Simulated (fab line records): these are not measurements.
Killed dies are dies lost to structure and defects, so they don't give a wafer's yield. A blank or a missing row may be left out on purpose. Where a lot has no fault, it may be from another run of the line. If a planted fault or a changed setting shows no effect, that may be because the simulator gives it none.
Which tool did it? | flow n5-finfet | 6 lots, 17 wafers sampled, at 2 steps of a route of 1938

## WHAT EACH GAUGE READ, for each wafer
N5_MIM_TOP_LITHO_CD_MEAS_08: target cd 2000 nm.
lot  | measured     | on        | cd-nm (nm)
L709 | day 12 17:13 | cd-sem-03 | 2000.5 2000.6 2001.7
L715 | day 13 22:43 | cd-sem-01 | 1999.2 2000.8 1999.2
L711 | day 14 03:28 | cd-sem-01 | 2001.0 2003.3
L725 | day 16 09:19 | cd-sem-01 | 1998.6 1999.1 1996.7
L724 | day 16 22:17 | cd-sem-01 | 2004.5 1999.7 2002.9
L731 | day 18 03:40 | cd-sem-03 | 2001.8 2003.4 2005.2

## EACH LOT AND THE TOOL THAT RAN IT (in order: tool; ch and the chambers of the sampled wafers; start)
lot  | N5_BEOL_M5_SPUTTER_83
L709 | pvd-sputter-01, day 8 21:24
L715 | pvd-sputter-01, day 10 03:41
L711 | pvd-sputter-01, day 10 11:10
L725 | pvd-sputter-03, day 12 15:38
L724 | pvd-sputter-01, day 13 02:15
L731 | pvd-sputter-03, day 14 10:47
- N5_BEOL_M5_SPUTTER_83: material Cu, target thk 15 nm, time 27.62 s.

## THE ANSWER, worked out from the rows above alone
Rule: what is usual is taken from the lots themselves. The widest of any qualifying gaps counts: lots, ordered by their means at a reading, are off when they make up no more than a third of the lots, leave a main group of 4 or more, and stand apart from it by 3 or more times the standard deviation of that group's means. The tables above print the reading to a certain number of digits; a main group whose means all agree to those digits is not used. A lot without any number at a reading at which 4 lots or more have one is off too. The other lots that the step has rows for count as sound.
No lot is off on any of the readings shown, so nothing can be concluded from this.

## WHAT WAS PUT IN BY THE SIMULATOR
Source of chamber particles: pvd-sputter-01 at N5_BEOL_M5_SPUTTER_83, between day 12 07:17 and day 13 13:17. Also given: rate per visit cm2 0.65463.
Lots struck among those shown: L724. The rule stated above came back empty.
